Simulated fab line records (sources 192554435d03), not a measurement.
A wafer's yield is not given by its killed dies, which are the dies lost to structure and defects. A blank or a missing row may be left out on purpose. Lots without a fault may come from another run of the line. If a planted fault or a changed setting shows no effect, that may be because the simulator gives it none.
Which tool was responsible? + flow n5-finfet + 29 wafers from 11 lots sampled at 5 of the route's 1938 steps

== WHAT THE GAUGES SHOWED, per wafer ==
N5_BEOL_M12_RS_MEAS_54: uses a four-point probe to measure.
| lot  | measured     | on            | M12_RS (ohm/sq)      |
|------|--------------|---------------|----------------------|
| L115 | day 12 17:10 | film-metro-01 | 0.0593 0.0591 0.0587 |
| L117 | day 12 17:52 | film-metro-01 | 0.0602 0.0603 0.0591 |
| L118 | day 13 09:10 | film-metro-02 | 0.0586 0.0603 0.0589 |
| L114 | day 13 14:53 | film-metro-02 | 0.0592 0.0598 0.0593 |
| L119 | day 13 18:25 | film-metro-01 | 0.0586 0.0606        |
| L120 | day 13 23:38 | film-metro-02 | 0.0603 0.0590 0.0597 |
| L122 | day 14 21:02 | film-metro-02 | 0.0593 0.0586        |
| L124 | day 15 05:04 | film-metro-02 | 0.0595 0.0584 0.0577 |
| L123 | day 15 12:19 | film-metro-01 | 0.0585 0.0582 0.0610 |
| L131 | day 17 01:40 | film-metro-02 | 0.0587 0.0592        |
| L133 | day 17 13:21 | film-metro-01 | 0.0586 0.0600        |

== WHAT TOOL EACH LOT RAN ON (gives the tool, then ch and the chambers of the sampled wafers, and finally the start) ==
| lot  | N5_BEOL_M12_DESCUM_33              | N5_BEOL_M12_ETCH_38                | N5_BEOL_M12_SPUTTER_43       | N5_BEOL_M12_CMP_49            |
|------|------------------------------------|------------------------------------|------------------------------|-------------------------------|
| L115 | rie-diel-05 ch 1,2, day 12 10:20   | rie-diel-05 ch 0,2, day 12 15:31   | pvd-sputter-03, day 12 16:02 | cmp-02 ch 0,1,2, day 12 16:47 |
| L117 | rie-diel-05 ch 0,1,2, day 12 13:28 | rie-diel-05 ch 1,2, day 12 16:05   | pvd-sputter-02, day 12 16:43 | cmp-03 ch 2,3, day 12 17:26   |
| L118 | rie-diel-04 ch 0,1,3, day 13 02:51 | rie-diel-04 ch 1,2,3, day 13 07:20 | pvd-sputter-02, day 13 07:58 | cmp-03 ch 2,3, day 13 08:45   |
| L114 | rie-diel-06 ch 0,2,3, day 13 11:50 | rie-diel-05 ch 0,2, day 13 13:13   | pvd-sputter-03, day 13 13:45 | cmp-01 ch 1,2, day 13 14:28   |
| L119 | rie-diel-06 ch 1,2, day 13 14:50   | rie-diel-04 ch 2,3, day 13 15:58   | pvd-sputter-02, day 13 16:31 | cmp-03 ch 0,3, day 13 18:07   |
| L120 | rie-diel-06 ch 1,2,3, day 13 20:34 | rie-diel-04 ch 1,3, day 13 21:16   | pvd-sputter-03, day 13 21:44 | cmp-01 ch 0,2,3, day 13 23:17 |
| L122 | rie-diel-04 ch 1, day 14 14:46     | rie-diel-05 ch 1,3, day 14 19:29   | pvd-sputter-01, day 14 19:53 | cmp-01 ch 0,1, day 14 20:43   |
| L124 | rie-diel-05 ch 1,2,3, day 15 01:19 | rie-diel-05 ch 1,2,3, day 15 01:59 | pvd-sputter-02, day 15 03:55 | cmp-03 ch 0,1,3, day 15 04:38 |
| L123 | rie-diel-06 ch 0,1,2, day 15 08:34 | rie-diel-06 ch 0,2, day 15 10:37   | pvd-sputter-03, day 15 11:10 | cmp-03 ch 1,3, day 15 11:53   |
| L131 | rie-diel-06 ch 0,1, day 16 19:02   | rie-diel-06 ch 0,2, day 16 23:48   | pvd-sputter-03, day 17 00:21 | cmp-03 ch 0,2, day 17 01:16   |
| L133 | rie-diel-04 ch 0,1, day 17 08:09   | rie-diel-06 ch 1,3, day 17 10:38   | pvd-sputter-01, day 17 12:11 | cmp-02 ch 0,3, day 17 12:54   |
- N5_BEOL_M12_DESCUM_33: chemistry O2, time 7.9 s.
- N5_BEOL_M12_ETCH_38: etches SiCN in CF4/N2, target depth 68.7 nm, time 73.4 s.
- N5_BEOL_M12_SPUTTER_43: material TaN, target thk 15 nm, time 24.19 s.
- N5_BEOL_M12_CMP_49: polishes, stops on SiOC, t overpolish 20.6 s, target thk 320 nm.

== AS READ BY THE TOOLS THEMSELVES (means over the sampled wafers that have a number; for cases with no such wafer, the mark the record gives instead) ==
N5_BEOL_M12_DESCUM_33.
| lot  | tool        | drypump-motor-current-A (A) | oes-product-au (a.u.) | rf-vpp-V (V) | showerhead-plenum-p-Torr (Torr) | throttle-valve-pct (%) |
|------|-------------|-----------------------------|-----------------------|--------------|---------------------------------|------------------------|
| L115 | rie-diel-05 | 5.8                         | 0.78                  | 244.5        | 2.16                            | 20.38                  |
| L117 | rie-diel-05 | 5.7                         | 0.81                  | 243.5        | 2.12                            | 20.39                  |
| L118 | rie-diel-04 | 5.3                         | 0.93                  | 243.1        | 2.11                            | 20.37                  |
| L114 | rie-diel-06 | 5.8                         | 0.78                  | 242.5        | 2.07                            | 20.34                  |
| L119 | rie-diel-06 | 6.5                         | 0.87                  | 243.1        | 2.13                            | 20.23                  |
| L120 | rie-diel-06 | 6.2                         | 0.85                  | 243.3        | 2.12                            | 20.19                  |
| L122 | rie-diel-04 | 5.4                         | 0.92                  | 244.9        | 2.14                            | 20.27                  |
| L124 | rie-diel-05 | 5.9                         | 0.85                  | 243.7        | 2.11                            | 20.30                  |
| L123 | rie-diel-06 | 6.1                         | 0.89                  | 244.0        | 2.16                            | 20.25                  |
| L131 | rie-diel-06 | 6.0                         | 0.91                  | 244.9        | 2.17                            | 20.16                  |
| L133 | rie-diel-04 | 5.3                         | 0.83                  | 243.3        | 2.13                            | 20.40                  |

N5_BEOL_M12_ETCH_38.
| lot  | tool        | drypump-motor-current-A (A) | n2-flow-sccm (sccm) | oes-product-au (a.u.) | rf-vpp-V (V) | showerhead-plenum-p-Torr (Torr) | throttle-valve-pct (%) |
|------|-------------|-----------------------------|---------------------|-----------------------|--------------|---------------------------------|------------------------|
| L115 | rie-diel-05 | 5.4                         | 60.16               | 0.80                  | 382.2        | 2.21                            | 15.40                  |
| L117 | rie-diel-05 | 5.8                         | 60.12               | 0.77                  | 384.3        | 2.28                            | 15.40                  |
| L118 | rie-diel-04 | 5.5                         | 59.93               | 0.89                  | 384.0        | 2.24                            | 15.38                  |
| L114 | rie-diel-05 | 5.5                         | 60.05               | 0.79                  | 382.6        | 2.20                            | 15.42                  |
| L119 | rie-diel-04 | 5.5                         | 59.90               | 0.85                  | 382.8        | 2.23                            | 15.48                  |
| L120 | rie-diel-04 | 5.4                         | 60.10               | 0.93                  | 382.8        | 2.22                            | 15.23                  |
| L122 | rie-diel-05 | 6.1                         | 59.89               | 0.90                  | 381.6        | 2.20                            | 15.19                  |
| L124 | rie-diel-05 | 6.0                         | 60.03               | 0.84                  | 383.2        | 2.23                            | 15.33                  |
| L123 | rie-diel-06 | 6.1                         | 59.90               | 0.90                  | 384.1        | 2.27                            | 15.21                  |
| L131 | rie-diel-06 | 5.9                         | 59.89               | 0.90                  | 384.6        | 2.29                            | 15.24                  |
| L133 | rie-diel-06 | 6.1                         | 60.11               | 0.83                  | 383.3        | 2.24                            | 15.23                  |

N5_BEOL_M12_SPUTTER_43.
| lot  | tool           | throttle-valve-pct (%) |
|------|----------------|------------------------|
| L115 | pvd-sputter-03 | 29.3                   |
| L117 | pvd-sputter-02 | 29.6                   |
| L118 | pvd-sputter-02 | 30.6                   |
| L114 | pvd-sputter-03 | 31.3                   |
| L119 | pvd-sputter-02 | 30.6                   |
| L120 | pvd-sputter-03 | 29.7                   |
| L122 | pvd-sputter-01 | 29.4                   |
| L124 | pvd-sputter-02 | 30.9                   |
| L123 | pvd-sputter-03 | 30.8                   |
| L131 | pvd-sputter-03 | 29.7                   |
| L133 | pvd-sputter-01 | 29.6                   |

N5_BEOL_M12_CMP_49.
| lot  | tool   | barrier-field-endpoint-s (s) | motor-current-A (A) |
|------|--------|------------------------------|---------------------|
| L115 | cmp-02 | 30.2                         | 6.0                 |
| L117 | cmp-03 | 30.2                         | 6.3                 |
| L118 | cmp-03 | 30.6                         | 6.2                 |
| L114 | cmp-01 | 31.4                         | 6.3                 |
| L119 | cmp-03 | 32.7                         | 5.5                 |
| L120 | cmp-01 | 30.5                         | 5.6                 |
| L122 | cmp-01 | 31.4                         | 6.2                 |
| L124 | cmp-03 | 31.7                         | 5.5                 |
| L123 | cmp-03 | 33.9                         | 5.6                 |
| L131 | cmp-03 | 34.2                         | 6.6                 |
| L133 | cmp-02 | 30.9                         | 6.2                 |

== THE ANSWER, worked out from the rows above alone ==
Rule: usual is defined by the lots themselves. Put in order of their means at a reading, lots are off if they are a third of the lots or fewer, leave a main group of 4 or more, and stand apart from it by a gap of 3 or more times the standard deviation of the main group's means; of several such gaps the widest counts. If all means in a main group match to the digits the tables above print for the reading, that group is not used. A lot without any number at a reading at which 4 lots or more have one is off too. The other lots that the step has rows for count as sound. After the gauges, taken in route order, come the tools' own readings; for these a lot's mean is taken, as printed above. The first step at which some lot is off is used, and at that step the reading that is off furthest; a lot without a number counts as furthest.
Across all readings shown, no lot is off: no conclusion can be drawn from this.

== WHAT THE SIMULATOR HAD PUT IN ==
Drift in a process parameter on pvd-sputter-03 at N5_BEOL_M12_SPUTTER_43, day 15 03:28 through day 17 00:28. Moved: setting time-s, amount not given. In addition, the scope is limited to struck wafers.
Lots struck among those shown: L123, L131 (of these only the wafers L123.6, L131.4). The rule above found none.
